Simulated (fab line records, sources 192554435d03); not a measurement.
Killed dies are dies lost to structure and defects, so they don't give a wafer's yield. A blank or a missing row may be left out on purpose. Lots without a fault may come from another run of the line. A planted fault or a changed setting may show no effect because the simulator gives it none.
Split-lot experiment | flow n5_finfet | 7 lots, 21 wafers read, on a route of 1938 steps

THE SPLIT
At N5_SDB_ETCH_18 (etches SOC in N2/H2, target depth 100 nm, overetch 20 nm, time 150 s), the setting time_s was moved away from the recipe's 150 s on 7 of the 21 wafers read, by -16.5% to +17.3%. The other wafers ran this setting at the recipe's value.

The reading is taken at the split's own step.

THE READING
SiARC_of_SDB_COAT_04.thk_nm (the simulator's own value, which no gauge read), in nm, at N5_SDB_ETCH_18 (etches SOC in N2/H2, target depth 100 nm, overetch 20 nm, time 150 s). The file gives no usual value for it. The 14 wafers here that ran the recipe average 12.8 nm, standard deviation 0.13 nm.

wafer  | tool, chamber at the split | time_s as run, s | against the recipe | SiARC_of_SDB_COAT_04.thk_nm, nm | against lot-mates on the recipe
L077.3 | rie_diel-06, 1             | 150              | recipe             | 12.6                            | -
L077.4 | rie_diel-06, 3,1           | 125.3            | -16.5%             | 13.4                            | +0.8
L077.5 | rie_diel-06, 3,1           | 125.3            | -16.5%             | 13.4                            | +0.8
L078.2 | rie_diel-02, 3             | 150              | recipe             | 13                              | -
L078.5 | rie_diel-02, 3             | 150              | recipe             | 13                              | -
L078.6 | rie_diel-02, 1             | 150              | recipe             | 12.8                            | -
L082.1 | rie_diel-06, 1             | 158.6            | +5.7%              | 12.4                            | -0.4
L082.2 | rie_diel-06, 2             | 158.6            | +5.7%              | 12.6                            | -0.2
L082.5 | rie_diel-06, 3             | 150              | recipe             | 12.8                            | -
L090.1 | rie_diel-02, 3             | 125.9            | -16.1%             | 13.8                            | +1.0
L090.6 | rie_diel-02, 3             | 125.9            | -16.1%             | 13.8                            | +1.0
L090.3 | rie_diel-02, 1             | 150              | recipe             | 12.8                            | -
L091.1 | rie_diel-06, 2,1           | 150              | recipe             | 12.8                            | -
L091.3 | rie_diel-06, 2,1           | 150              | recipe             | 12.8                            | -
L091.4 | rie_diel-06, 2             | 150              | recipe             | 13                              | -
L095.1 | rie_diel-04, 3             | 150              | recipe             | 12.8                            | -
L095.3 | rie_diel-04, 2             | 150              | recipe             | 12.6                            | -
L095.5 | rie_diel-04, 1             | 176              | +17.3%             | 11.8                            | -0.9
L097.1 | rie_diel-06, 2,0           | 150              | recipe             | 12.8                            | -
L097.2 | rie_diel-06, 2,0           | 150              | recipe             | 12.8                            | -
L097.4 | rie_diel-06, 3             | 150              | recipe             | 12.6                            | -
Where a row lists several chambers, the file gives one row for several wafers and doesn't say which wafer went through which chamber.

THE FIT
A straight line over all 21 wafers: SiARC_of_SDB_COAT_04.thk_nm changes by -0.0513 nm for each +1% of time_s; r = -0.94; the points scatter about the line by 0.15 nm.
The same after taking each lot's own level away (the mean of its wafers on the recipe; 21 wafers): -0.0542 nm for each +1%; r = -0.98; scatter 0.095 nm.
On that fit, the largest move of time_s shifts the reading by 0.94 nm.
The lots' own levels span 12.60 to 12.93 nm, that is 2.5 times the standard deviation above.
So the lot-to-lot level changes the slope little: the two slopes agree.
Check: with one of the wafers moved furthest among these (+17.3%) left out of the fit, the line predicts -0.95 nm for it against its lot-mates. It came out at -0.9 nm against them.

OTHER SPLITS ON THESE WAFERS
These wafers also went through other splits before the reading. Each is held against what the fit with the lots' levels taken away leaves over:
other split on the same wafers       | wafers away from the commonest value | r with SiARC_of_SDB_COAT_04.thk_nm (lot level and that fit taken away)
N5_ZERO_LAYER_ETCH_18 icp_w          | 9                                    | -0.26
N5_FIN_SAQP_ETCH_52 source_w         | 8                                    | -0.01
N5_STI_FIN_REVEAL_ETCHBACK_08 time_s | 5                                    | -0.09
N5_DUMMY_GATE_PECVD_30 time_s        | 5                                    | -0.01
N5_DUMMY_GATE_COAT_28 spin_rpm       | 6                                    | -0.40
N5_SD_EPI_N_EPI_21 temp_c            | 9                                    | -0.17
N5_SD_EPI_P_COAT_34 temp_c           | 6                                    | +0.11

THE FILE'S OWN FIT
SiARC_of_SDB_COAT_04.thk_nm changes by -0.054 nm for each +1% of time_s, r = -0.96.
